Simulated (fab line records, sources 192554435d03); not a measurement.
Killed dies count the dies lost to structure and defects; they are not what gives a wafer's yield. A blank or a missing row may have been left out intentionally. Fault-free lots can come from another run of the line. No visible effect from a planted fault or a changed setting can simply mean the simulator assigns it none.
A lot that was struck, set against a sound lot	flow n5_finfet	15 out of 1938 route steps
Sound: the wafers L168.1, L168.4, L168.6. Struck: wafer L171.1. (L171.5 of the same lot was not struck and is left out.) The cause comes at the end.
Per side, at each step with rows, come the tool, then ch with its chambers, and then its first start. Under that, the readings that differ: sound wafers	struck wafers	difference of the means	sigmas: that difference in standard deviations of wafers without a fault.
alike: readings with means less than 2 such deviations apart, plus words and numbers identical on both sides. not compared: withheld readings, readings lacking a value on some wafer, bounds such as >300 that could conceal the same value, and numbers that have no deviation in the record and whose values overlap.
A row with sigmas, a row that says differs or no value, or rows on one side alone: a step with any of these is where the two part. Numbers that don't overlap but have no deviation are shown without sigmas and don't part them. A reading that every wafer of one side lacks parts them only if that side has two wafers or more.

N5_BEOL_M6_OVL_MEAS_29:
  sound on overlay-01 ch 0, day 11 04:04; struck on overlay-01 ch 0, day 12 02:07
  alike: V5_OVL
N5_BEOL_M6_INSPECT_30: inspects for defects (brightfield).
  struck on defect_inspect-01, day 12 02:10; sound on defect_inspect-01, day 11 04:07
  alike: raw_defect_count
N5_BEOL_M6_DESCUM_33: chemistry O2, time 7 s.
  sound on rie_diel-01 ch 1,2,3, day 11 04:29; struck on rie_diel-01 ch 0, day 12 02:12
  alike: bias_power_w, drypump_motor_current_A, oes_product_au, rf_vpp_V, showerhead_plenum_p_Torr, throttle_valve_pct
  not compared: rf_hours_counter_h
N5_BEOL_M6_ETCH_72: etches underlayer in N2/H2, target depth 6.5 nm, time 5.2 s.
  sound on rie_diel-01 ch 1,2,3, day 11 04:31; struck on rie_diel-01 ch 0, day 12 02:14
  alike: drypump_motor_current_A, etch_rf_on_time_s, oes_product_au, rf_vpp_V, showerhead_plenum_p_Torr, throttle_valve_pct
  not compared: rf_hours_counter_h
N5_BEOL_M6_ETCH_65: etches SiARC in CF4, target depth 15.6 nm, time 26 s.
  sound on rie_diel-01 ch 1,2,3, day 11 04:32; struck on rie_diel-01 ch 0, day 12 02:15
  alike: drypump_motor_current_A, etch_rf_on_time_s, oes_product_au, rf_vpp_V, showerhead_plenum_p_Torr, throttle_valve_pct
  not compared: rf_hours_counter_h
then, 6 steps without rows for these wafers: N5_BEOL_M6_ETCH_66 (etches SOC in N2/H2, target depth 80 nm, overetch 16 nm, time 120 s); N5_BEOL_M6_STRIP_69 (strips in N2/H2); N5_BEOL_M6_STRIP_73 (strips in N2/H2); N5_BEOL_M6_VIA_ETCH_34 (etches SiCOH lowk in C4F6/O2, target depth 126.3 nm, time 50.9 s); N5_BEOL_M6_STRIP_76 (strips in C4F6/O2); N5_BEOL_M6_STRIP_36 (strips in N2/H2).
N5_BEOL_M6_TRENCH_ETCH_37: etches SiCOH lowk in C4F6/O2, target depth 94.435 nm, time 31.5 s.
  sound on rie_diel-01 ch 1,2,3; struck on rie_diel-01 ch 0
  alike: drypump_motor_current_A, oes_product_au, rf_vpp_V, run_length_s, showerhead_plenum_p_Torr, throttle_valve_pct
  not compared: rf_hours_counter_h
N5_BEOL_M6_ETCH_41: etches SiCN in CH3F/O2, target depth 29.7 nm, time 52 s.
  sound on rie_diel-01 ch 1,2,3, day 11 04:47; struck on rie_diel-01 ch 0, day 12 02:30
reading	sound	struck	difference	sigmas
run_length_s (s)	75.0 75.1 75.4	65.9	-9.3	-26
model.etch.depth_nm (nm)	19.92 19.5 19.78	16.2	-3.5	
  alike: drypump_motor_current_A, oes_product_au, rf_vpp_V, showerhead_plenum_p_Torr, throttle_valve_pct
  not compared: rf_hours_counter_h
N5_BEOL_M6_STRIP_80: strips in N2/H2, time 10 s.
  sound on rie_diel-01 ch 1,2,3; struck on rie_diel-01 ch 0
  alike: bias_power_w, drypump_motor_current_A, oes_product_au, rf_vpp_V, showerhead_plenum_p_Torr, throttle_valve_pct
  not compared: rf_hours_counter_h
-- the record jumps here: 4 days lie between the struck wafers' starts before and after (it left off in module BEOL_M6 and takes up again in module PASSIVATION, whose first step shown is number 1936 of the route) --
N5_PASSIVATION_PROBE_49:
  struck on prober-01, day 15 22:34; sound on prober-01, day 14 23:10
  alike: defect_limited_yield, killed_at_M0_to_M3, killed_at_M4_up, killed_at_contacts, killed_at_front_end, killed_at_other, killed_dies, killed_open, killed_short, sort_bin_5_function, sort_bin_6_memory, sort_n_pass, sort_yield_pct

== WHERE THEY PART ==
Within this record, at N5_BEOL_M6_ETCH_41 only. Later steps at which nothing parts them and some readings are alike: N5_BEOL_M6_STRIP_80, N5_PASSIVATION_PROBE_49.

WHY: whatever the simulator had introduced
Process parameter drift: rie_diel-01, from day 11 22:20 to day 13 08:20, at N5_BEOL_M6_ETCH_41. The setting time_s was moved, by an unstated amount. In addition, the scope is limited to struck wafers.
